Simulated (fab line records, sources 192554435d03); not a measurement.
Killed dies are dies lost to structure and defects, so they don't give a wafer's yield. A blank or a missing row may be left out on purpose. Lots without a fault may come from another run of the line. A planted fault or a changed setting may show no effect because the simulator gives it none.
One fault seen from 2 desks | flow n5_finfet | each desk has only its own numbers; what lay behind them comes last

THE METROLOGY DESK
What the gauges read, lot by lot, whatever tool the lot ran on: means of the sampled wafers that have a number. A lot is out of limits, marked OUT, if its mean lies more than 4 standard deviations from the usual mean; the brackets give that distance. Of its 10 readings 7 are shown: those that lie furthest out on some lot.
Columns: A = DIBL_N at N5_BEOL_M4_RC_MEAS_101, usual 36.4 mV/V; B = ION_N at N5_BEOL_M4_RC_MEAS_101, usual 680 uA/um; C = ION_P at N5_BEOL_M4_RC_MEAS_101, usual 465 uA/um; D = SS_N at N5_BEOL_M4_RC_MEAS_101, usual 71.5 mV/dec; E = SS_P at N5_BEOL_M4_RC_MEAS_101, usual 73.2 mV/dec; F = VT_N at N5_BEOL_M4_RC_MEAS_101, usual 249 mV; G = VT_P at N5_BEOL_M4_RC_MEAS_101, usual -250 mV
lot  | first seen here | A    | B   | C   | D    | E    | F   | G
L305 | day 8 12:06     | 37.4 | 682 | 457 | 71.4 | 73.5 | 251 | -252
L311 | day 9 22:27     | 35.5 | 681 | 471 | 71.6 | 73.1 | 252 | -247
L313 | day 9 23:12     | 35.6 | 686 | 466 | 71.6 | 72.3 | 250 | -253
L318 | day 11 12:10    | 36.9 | 689 | 473 | 71.7 | 73.5 | 246 | -246
L319 | day 11 16:40    | 36.2 | 672 | 458 | 70.8 | 73.2 | 254 | -255
L320 | day 11 20:44    | 33.8 | 663 | 461 | 71.1 | 72.5 | 252 | -251
L322 | day 12 09:25    | 36.0 | 668 | 459 | 71.5 | 72.8 | 253 | -250
L327 | day 13 18:07    | 36.1 | 674 | 471 | 71.3 | 73.2 | 252 | -250
L328 | day 13 21:46    | 36.4 | 678 | 468 | 71.7 | 73.1 | 249 | -249
This desk's finding: nothing out of limits on any of the 9 lots.

THE TOOL OWNER'S DESK: rie_diel-06
The tool's own readings at N5_BEOL_M0_SAQP_STRIP_86 (strips in N2/H2): means of the sampled wafers that have a number, for each lot that ran on this tool. A lot is out of limits, marked OUT, if its mean lies more than 4 standard deviations from the usual mean; the brackets give that distance.
Columns: A = drypump_motor_current_A at N5_BEOL_M0_SAQP_STRIP_86, usual 5.39 A; B = h2_flow_sccm at N5_BEOL_M0_SAQP_STRIP_86, usual 300.0 sccm; C = oes_product_au at N5_BEOL_M0_SAQP_STRIP_86, usual 0.78 a.u.; D = rf_vpp_V at N5_BEOL_M0_SAQP_STRIP_86, usual 122.1 V; E = showerhead_plenum_p_Torr at N5_BEOL_M0_SAQP_STRIP_86, usual 3.41 Torr; F = throttle_valve_pct at N5_BEOL_M0_SAQP_STRIP_86, usual 19.1 %
lot  | first seen here | A    | B               | C    | D     | E    | F
L311 | day 7 03:01     | 5.48 | 330.0 (+34) OUT | 0.72 | 121.8 | 3.53 | 22.4 (+7.2) OUT
L313 | day 7 12:20     | 5.47 | 330.8 (+35) OUT | 0.73 | 121.7 | 3.53 | 22.5 (+7.3) OUT
L322 | day 9 18:47     | 5.29 | 300.0           | 0.80 | 122.9 | 3.44 | 18.9
L327 | day 11 03:39    | 5.28 | 299.8           | 0.78 | 121.6 | 3.43 | 18.9
L328 | day 11 07:32    | 5.21 | 299.8           | 0.79 | 121.9 | 3.48 | 18.9
This desk's finding: out of limits on L311, L313; first on L311, day 7 03:01 (h2_flow_sccm at N5_BEOL_M0_SAQP_STRIP_86). In limits: L322, L327, L328.

PUT TOGETHER
The tool owner's desk could have raised an alarm at day 7 03:01, on L311, L313.
The metrology desk saw nothing out of limits.
The metrology desk has L311, L313 on record, within its limits.
Of the lots named, all ran N5_BEOL_M0_SAQP_STRIP_86 on rie_diel-06.

WHAT THE SIMULATOR HAD PUT IN
Process parameter drift: rie_diel-06, from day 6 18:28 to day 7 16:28, at N5_BEOL_M0_SAQP_STRIP_86. Setting h2_flow_sccm, moved by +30, from 300. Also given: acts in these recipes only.
Lots struck among those shown: L311, L313.
Hours from the fault's start to each desk's first reading out of limits: the tool owner's desk, 9.
